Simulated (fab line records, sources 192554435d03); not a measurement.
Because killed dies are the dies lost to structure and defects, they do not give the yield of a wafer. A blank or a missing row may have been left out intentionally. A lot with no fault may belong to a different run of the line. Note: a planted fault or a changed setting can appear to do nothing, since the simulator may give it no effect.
Which tool did it?	flow n5Finfet	24 lots with 72 wafers sampled at 6 steps, on a route of 1938 steps

WHAT EACH GAUGE READ, for each wafer
N5_BEOL_M4_OVL_MEAS_12.
lot	measured	on	M4_OVL (nm)
L075	day 7 15:41	overlay-02	-0.2 -0.6 0.4
L074	day 7 19:28	overlay-02	0.0 -0.2 -0.1
L076	day 7 20:41	overlay-01	0.5 0.4 0.3
L077	day 8 13:35	overlay-02	-0.6 -0.3 -1.1
L079	day 9 08:49	overlay-01	-0.3 0.3 0.3
L078	day 9 09:44	overlay-02	-1.2 -1.3 -1.0
L080	day 9 10:35	overlay-02	-0.5 0.5 0.5
L082	day 9 14:26	overlay-01	-0.1 0.3 -0.4
L081	day 9 16:01	overlay-01	0.2 -0.2 -0.8
L083	day 9 18:34	overlay-02	0.8 0.1 -0.2
L084	day 9 19:47	overlay-02	0.6 -0.2 0.3
L085	day 10 05:49	overlay-02	-1.1 0.1 -0.1
L086	day 10 19:48	overlay-02	0.1 0.4 0.5
L087	day 11 02:53	overlay-01	0.3 0.1 -0.2
L088	day 11 04:17	overlay-01	-1.8 -1.4 -1.4
L089	day 11 12:13	overlay-01	-0.3 -1.2 -0.7
L090	day 11 17:25	overlay-02	-1.2 -1.5 -0.5
L091	day 12 01:10	overlay-01	0.2 -0.4 -0.5
L092	day 12 07:27	overlay-02	-0.3 -1.3 -1.1
L095	day 12 19:19	overlay-02	0.1 0.9 -0.2
L093	day 13 02:07	overlay-02	0.0 -0.3 0.8
L094	day 13 06:10	overlay-02	-0.3 -0.8 0.5
L096	day 13 08:35	overlay-01	-0.6 -0.5 0.3
L097	day 13 12:35	overlay-01	-0.5 0.6 -0.1

N5_BEOL_M4_CD_MEAS_28: target cd 26.2 nm, target cd y 24.1 nm.
lot	measured	on	cdNm (nm)
L075	day 7 16:49	cdSem-02	26.09 26.14 26.35
L074	day 7 20:22	cdSem-01	26.41 26.11 26.49
L076	day 7 21:33	cdSem-01	26.30 26.22 26.51
L077	day 8 14:39	cdSem-02	26.60 26.42 26.20
L079	day 9 09:40	cdSem-01	25.81 25.75 26.31
L078	day 9 10:54	cdSem-03	26.19 26.23 25.97
L080	day 9 11:27	cdSem-02	26.14 26.14 26.11
L082	day 9 15:17	cdSem-03	26.13 26.10 26.21
L081	day 9 17:02	cdSem-03	25.93 25.93 25.97
L083	day 9 19:40	cdSem-02	26.06 26.39 26.23
L084	day 9 20:50	cdSem-01	26.18 25.80 26.04
L085	day 10 06:40	cdSem-02	26.16 26.27 25.89
L086	day 10 21:55	cdSem-03	26.25 26.11 26.21
L087	day 11 03:54	cdSem-02	25.95 26.34 26.32
L088	day 11 05:08	cdSem-01	26.74 26.47 26.05
L089	day 11 13:35	cdSem-02	26.38 26.36 26.15
L090	day 11 18:16	cdSem-03	26.08 26.03 26.42
L091	day 12 02:14	cdSem-03	26.48 26.74 26.26
L092	day 12 08:21	cdSem-03	26.14 26.32 25.99
L095	day 12 20:19	cdSem-03	26.26 26.36 26.23
L093	day 13 03:01	cdSem-03	26.11 25.70 26.17
L094	day 13 07:01	cdSem-03	25.92 25.75 26.26
L096	day 13 09:35	cdSem-03	26.22 26.16 26.07
L097	day 13 14:37	cdSem-02	25.70 26.30 25.93

N5_BEOL_M5_THK_MEAS_01.
lot	measured	on	M5_ILD_THK (nm)
L075	day 8 10:18	filmMetro-02	121.2 124.6 122.7
L074	day 8 13:29	filmMetro-01	118.7 120.5 121.1
L076	day 8 15:09	filmMetro-01	119.6 121.1 119.9
L077	day 9 00:43	filmMetro-01	120.2 121.3 122.7
L079	day 9 18:55	filmMetro-02	118.6 119.4 118.9
L078	day 9 23:30	filmMetro-01	118.4 118.4 119.6
L080	day 9 23:55	filmMetro-01	118.2 120.7 121.7
L082	day 10 00:25	filmMetro-02	118.2 121.4 121.9
L081	day 10 01:46	filmMetro-02	119.3 120.9 122.6
L083	day 10 03:47	filmMetro-01	119.7 118.4 121.8
L084	day 10 06:34	filmMetro-01	121.5 123.6 123.1
L085	day 10 18:38	filmMetro-02	118.2 120.7 118.8
L086	day 11 08:25	filmMetro-02	118.6 120.2 121.6
L087	day 11 13:34	filmMetro-01	119.7 121.4 120.7
L088	day 11 17:54	filmMetro-01	120.3 122.3 119.5
L089	day 11 22:28	filmMetro-01	119.2 120.1 119.3
L090	day 12 06:43	filmMetro-01	120.1 120.6 121.1
L091	day 12 10:58	filmMetro-02	118.5 118.5 121.6
L092	day 12 16:37	filmMetro-02	120.7 119.6 121.7
L095	day 13 06:46	filmMetro-02	118.6 119.1 123.7
L093	day 13 10:17	filmMetro-02	120.6 120.0 123.2
L094	day 13 15:56	filmMetro-02	121.7 121.9 123.6
L096	day 13 19:39	filmMetro-02	122.5 119.8 120.0
L097	day 13 23:10	filmMetro-01	122.6 123.4 122.3

WHICH TOOL RAN EACH LOT (tool, then ch and the chambers of the sampled wafers, then the start)
lot	N5_BEOL_M4_PECVD_72	N5_BEOL_M4_ETCH_70	N5_BEOL_M4_VIA_ETCH_34
L075	pecvd-01 ch 0,1, day 7 14:47	rieDiel-04 ch 0,1, day 8 04:12	rieDiel-04 ch 0,1, day 8 04:18
L074	pecvd-04 ch 0,1,2, day 7 17:14	rieDiel-04 ch 2,3, day 8 07:28	rieDiel-04 ch 2,3, day 8 07:35
L076	pecvd-01 ch 1,2, day 7 19:22	rieDiel-01 ch 0,1,3, day 8 07:35	rieDiel-01 ch 0,1,3, day 8 07:41
L077	pecvd-04 ch 1,2, day 8 12:10	rieDiel-02 ch 1,2, day 8 18:33	rieDiel-02 ch 1,2, day 8 18:40
L079	pecvd-01 ch 0,2, day 9 06:40	rieDiel-02 ch 0,1, day 9 12:56	rieDiel-02 ch 0,1, day 9 13:02
L078	pecvd-04 ch 0,1,2, day 9 08:39	rieDiel-02 ch 1,2,3, day 9 17:39	rieDiel-02 ch 1,2,3, day 9 17:45
L080	pecvd-01 ch 0,1,2, day 9 09:50	rieDiel-02 ch 2,3, day 9 18:03	rieDiel-02 ch 2,3, day 9 18:10
L082	pecvd-01 ch 0,1, day 9 13:22	rieDiel-01 ch 0,1,2, day 9 18:05	rieDiel-01 ch 0,1,2, day 9 18:11
L081	pecvd-01 ch 1,2, day 9 14:32	rieDiel-04 ch 0,1,3, day 9 18:08	rieDiel-04 ch 0,1,3, day 9 18:14
L083	pecvd-02 ch 0,1,2, day 9 17:40	rieDiel-01 ch 2,3, day 9 21:10	rieDiel-01 ch 2,3, day 9 21:16
L084	pecvd-04 ch 0,1, day 9 18:38	rieDiel-02 ch 2,3, day 10 00:02	rieDiel-02 ch 2,3, day 10 00:08
L085	pecvd-01 ch 0,1, day 10 01:28	rieDiel-02 ch 0,2,3, day 10 12:44	rieDiel-02 ch 0,2,3, day 10 12:50
L086	pecvd-02 ch 0,1, day 10 16:50	rieDiel-02 ch 1,3, day 11 02:11	rieDiel-02 ch 1,3, day 11 02:17
L087	pecvd-04 ch 0,1,2, day 11 00:17	rieDiel-04 ch 0,1,2, day 11 06:20	rieDiel-04 ch 0,1,2, day 11 06:27
L088	pecvd-04 ch 1,2, day 11 03:19	rieDiel-02 ch 0,1,2, day 11 12:12	rieDiel-02 ch 0,1,2, day 11 12:18
L089	pecvd-01 ch 0,1,2, day 11 10:41	rieDiel-01 ch 0,2,3, day 11 15:38	rieDiel-01 ch 0,2,3, day 11 15:44
L090	pecvd-02 ch 1,2, day 11 16:13	rieDiel-01 ch 0,1,3, day 11 23:56	rieDiel-01 ch 0,1,3, day 12 00:02
L091	pecvd-04 ch 0,1, day 11 23:28	rieDiel-02 ch 1,2,3, day 12 03:42	rieDiel-02 ch 1,2,3, day 12 03:49
L092	pecvd-01 ch 0,1,2, day 12 04:53	rieDiel-01 ch 0,1,3, day 12 10:24	rieDiel-01 ch 0,1,3, day 12 10:31
L095	pecvd-02 ch 0,2, day 12 18:39	rieDiel-01 ch 0,1, day 12 23:58	rieDiel-01 ch 0,1, day 13 00:05
L093	pecvd-04 ch 2, day 13 00:24	rieDiel-04 ch 2,3, day 13 04:23	rieDiel-04 ch 2,3, day 13 04:29
L094	pecvd-01 ch 0,1, day 13 05:41	rieDiel-02 ch 0,3, day 13 08:56	rieDiel-02 ch 0,3, day 13 09:03
L096	pecvd-04 ch 0,1,2, day 13 06:08	rieDiel-04 ch 0,2,3, day 13 13:04	rieDiel-04 ch 0,2,3, day 13 13:10
L097	pecvd-01 ch 0,1,2, day 13 10:36	rieDiel-01 ch 0,2,3, day 13 16:43	rieDiel-01 ch 0,2,3, day 13 16:50
- N5_BEOL_M4_PECVD_72: deposits SiO2 from TEOS/O2, target thk 16 nm, time 18 s.
- N5_BEOL_M4_ETCH_70: etches SOC in N2/H2, target depth 80 nm, overetch 24 nm, time 130 s.
- N5_BEOL_M4_VIA_ETCH_34: etches the open film in C4F6/O2, target depth 69.4 nm, time 65.9 s.

AS READ BY THE TOOLS THEMSELVES (means over the sampled wafers that have a number; for cases with no such wafer, the mark the record gives instead)
N5_BEOL_M4_PECVD_72.
lot	tool	heaterPowerOuterW (W)	heaterPowerW (W)	showerheadPlenumPTorr (Torr)	showerheadVppV (V)	throttleValvePct (%)
L075	pecvd-01	534	795	8.81	1274	22.1
L074	pecvd-04	486	789	8.77	1343	21.7
L076	pecvd-01	508	781	8.76	1268	22.0
L077	pecvd-04	502	772	8.72	1379	21.8
L079	pecvd-01	359	623	8.76	1277	22.6
L078	pecvd-04	457	753	8.77	1343	21.8
L080	pecvd-01	453	726	8.78	1266	22.3
L082	pecvd-01	454	718	8.82	1272	22.3
L081	pecvd-01	450	691	8.75	1270	21.8
L083	pecvd-02	401	674	8.89	1251	22.3
L084	pecvd-04	397	700	8.82	1278	21.5
L085	pecvd-01	448	731	8.79	1286	22.5
L086	pecvd-02	415	707	8.87	1309	23.4
L087	pecvd-04	459	774	8.78	1346	21.3
L088	pecvd-04	453	718	8.74	1382	21.1
L089	pecvd-01	461	731	8.77	1269	22.3
L090	pecvd-02	402	689	8.91	1219	21.8
L091	pecvd-04	352	637	8.83	1277	21.4
L092	pecvd-01	436	698	8.77	1264	22.2
L095	pecvd-02	357	627	8.88	1234	22.0
L093	pecvd-04	507	780	8.68	1453	21.0
L094	pecvd-01	515	778	8.83	1269	22.4
L096	pecvd-04	444	743	8.76	1342	21.4
L097	pecvd-01	452	710	8.77	1261	22.3

N5_BEOL_M4_ETCH_70.
lot	tool	drypumpMotorCurrentA (A)	oesProductAu (a.u.)	rfVppV (V)	showerheadPlenumPTorr (Torr)	throttleValvePct (%)
L075	rieDiel-04	6.5	0.53	521.3	2.44	18.13
L074	rieDiel-04	5.9	0.61	522.0	2.47	17.69
L076	rieDiel-01	5.7	0.61	524.7	2.58	17.52
L077	rieDiel-02	6.1	0.54	526.0	2.60	17.88
L079	rieDiel-02	5.9	0.53	524.9	2.59	18.20
L078	rieDiel-02	5.8	0.53	524.4	2.57	18.09
L080	rieDiel-02	5.3	0.53	524.4	2.56	18.15
L082	rieDiel-01	5.3	0.60	523.3	2.53	17.64
L081	rieDiel-04	6.1	0.53	521.6	2.45	18.16
L083	rieDiel-01	5.8	0.59	524.2	2.55	17.57
L084	rieDiel-02	5.3	0.53	524.5	2.56	18.14
L085	rieDiel-02	5.5	0.59	524.1	2.59	17.98
L086	rieDiel-02	5.5	0.52	523.4	2.53	18.30
L087	rieDiel-04	6.3	0.55	521.2	2.46	18.00
L088	rieDiel-02	6.0	0.57	525.8	2.59	17.94
L089	rieDiel-01	5.5	0.59	523.9	2.53	17.61
L090	rieDiel-01	5.7	0.59	525.1	2.57	17.57
L091	rieDiel-02	5.9	0.52	524.7	2.56	18.12
L092	rieDiel-01	5.7	0.59	524.7	2.57	17.57
L095	rieDiel-01	5.3	0.59	524.9	2.55	17.60
L093	rieDiel-04	5.6	0.55	520.6	2.43	17.95
L094	rieDiel-02	5.2	0.55	523.7	2.55	18.19
L096	rieDiel-04	6.1	0.54	520.3	2.42	17.95
L097	rieDiel-01	5.5	0.58	523.5	2.52	17.64

N5_BEOL_M4_VIA_ETCH_34.
lot	tool	drypumpMotorCurrentA (A)	oesProductAu (a.u.)	rfVppV (V)	showerheadPlenumPTorr (Torr)	throttleValvePct (%)
L075	rieDiel-04	6.6	0.71	672	2.74	30.98
L074	rieDiel-04	5.9	0.83	656	2.75	30.47
L076	rieDiel-01	5.7	0.83	656	2.90	30.63
L077	rieDiel-02	6.1	0.74	673	2.91	30.85
L079	rieDiel-02	5.9	0.70	662	2.88	30.98
L078	rieDiel-02	5.8	0.72	665	2.86	30.98
L080	rieDiel-02	5.3	0.74	656	2.86	31.01
L082	rieDiel-01	5.3	0.80	664	2.85	30.72
L081	rieDiel-04	6.0	0.72	671	2.74	30.98
L083	rieDiel-01	5.9	0.79	664	2.84	30.50
L084	rieDiel-02	5.3	0.73	656	2.86	31.01
L085	rieDiel-02	5.5	0.80	659	2.88	30.85
L086	rieDiel-02	5.5	0.71	655	2.82	31.13
L087	rieDiel-04	6.3	0.75	664	2.74	30.75
L088	rieDiel-02	6.0	0.78	666	2.88	30.83
L089	rieDiel-01	5.6	0.79	661	2.83	30.64
L090	rieDiel-01	5.7	0.80	655	2.89	30.67
L091	rieDiel-02	5.8	0.71	664	2.85	31.00
L092	rieDiel-01	5.6	0.80	655	2.89	30.67
L095	rieDiel-01	5.4	0.81	652	2.88	30.79
L093	rieDiel-04	5.6	0.76	663	2.72	30.76
L094	rieDiel-02	5.2	0.76	649	2.83	31.02
L096	rieDiel-04	6.1	0.74	663	2.71	30.76
L097	rieDiel-01	5.5	0.77	661	2.83	30.65

THE ANSWER, worked out from the rows above alone
Rule: the usual values come from the lots themselves. The widest of any qualifying gaps counts: lots, ordered by their means at a reading, are off when they make up no more than a third of the lots, leave a main group of 4 or more, and stand apart from it by 3 or more times the standard deviation of that group's means. If all means in a main group match to the digits the tables above print for the reading, that group is not used. Also off: a lot with no number at a reading for which 4 or more lots have one. All remaining lots with rows at the step are treated as sound. After the gauges, taken in route order, come the tools' own readings; for these a lot's mean is taken, as printed above. The first step at which some lot is off is used, and at that step the reading that is off furthest; a lot without a number counts as furthest.
None of the lots is off at any reading shown; this tells nothing.

WHAT THE SIMULATOR HAD INSERTED
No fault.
